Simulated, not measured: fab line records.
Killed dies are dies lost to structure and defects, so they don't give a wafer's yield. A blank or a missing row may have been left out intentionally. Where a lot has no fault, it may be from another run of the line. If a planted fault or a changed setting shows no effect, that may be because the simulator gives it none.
Matching of chambers :: flow n5-finfet :: 4 sister chambers for N5_FIN_CUT_DESCUM_13 on rie-diel-05
The step chemistry O2, time 7 s. 4 wafers are shown with their chamber, then 8 later ones without.

## WAFERS, EACH WITH ITS CHAMBER
wafer: L082.3
chamber: 2
showerhead-plenum-p-Torr (Torr): 2.16

wafer: L087.3
chamber: 1
showerhead-plenum-p-Torr (Torr): 2.01

wafer: L087.4
chamber: 3
showerhead-plenum-p-Torr (Torr): 2.18

wafer: L090.1
chamber: 0
showerhead-plenum-p-Torr (Torr): 2.20

## WAFERS WITHOUT THEIR CHAMBER
wafer: L090.2
showerhead-plenum-p-Torr (Torr): 2.17

wafer: L090.3
showerhead-plenum-p-Torr (Torr): 2.16

wafer: L092.1
showerhead-plenum-p-Torr (Torr): 2.20

wafer: L092.2
showerhead-plenum-p-Torr (Torr): 2.17

wafer: L092.3
showerhead-plenum-p-Torr (Torr): 2.01

wafer: L092.4
showerhead-plenum-p-Torr (Torr): 2.16

wafer: L092.5
showerhead-plenum-p-Torr (Torr): 2.01

wafer: L092.6
showerhead-plenum-p-Torr (Torr): 2.16

## WHICH CHAMBER EACH ONE RAN IN
wafer: L090.2
from the rows above: can't be placed: 2 or 3
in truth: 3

wafer: L090.3
from the rows above: 2
in truth: 2

wafer: L092.1
from the rows above: 0
in truth: 0

wafer: L092.2
from the rows above: can't be placed: 2 or 3
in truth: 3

wafer: L092.3
from the rows above: 1
in truth: 1

wafer: L092.4
from the rows above: 2
in truth: 2

wafer: L092.5
from the rows above: 1
in truth: 1

wafer: L092.6
from the rows above: 2
in truth: 2
Correctly placed: 6 of 8. From these rows, 2 cannot be placed; in 2 the true chamber is one of the candidates. Wrongly placed: 0.
How it was worked out, from the rows above alone: a wafer's distance from a chamber is the root of the sum, over the readings, of the square of ((its reading less the chamber's mean) divided by the reading's scatter). If the next closest chamber is less than 2 further off than the closest, the wafer can't be placed; otherwise it belongs to the closest. A chamber's mean is the mean of its shown wafers. The scatter: with one shown wafer a chamber, the root of the mean of the squares of how far each hidden wafer lies from its nearest shown one.
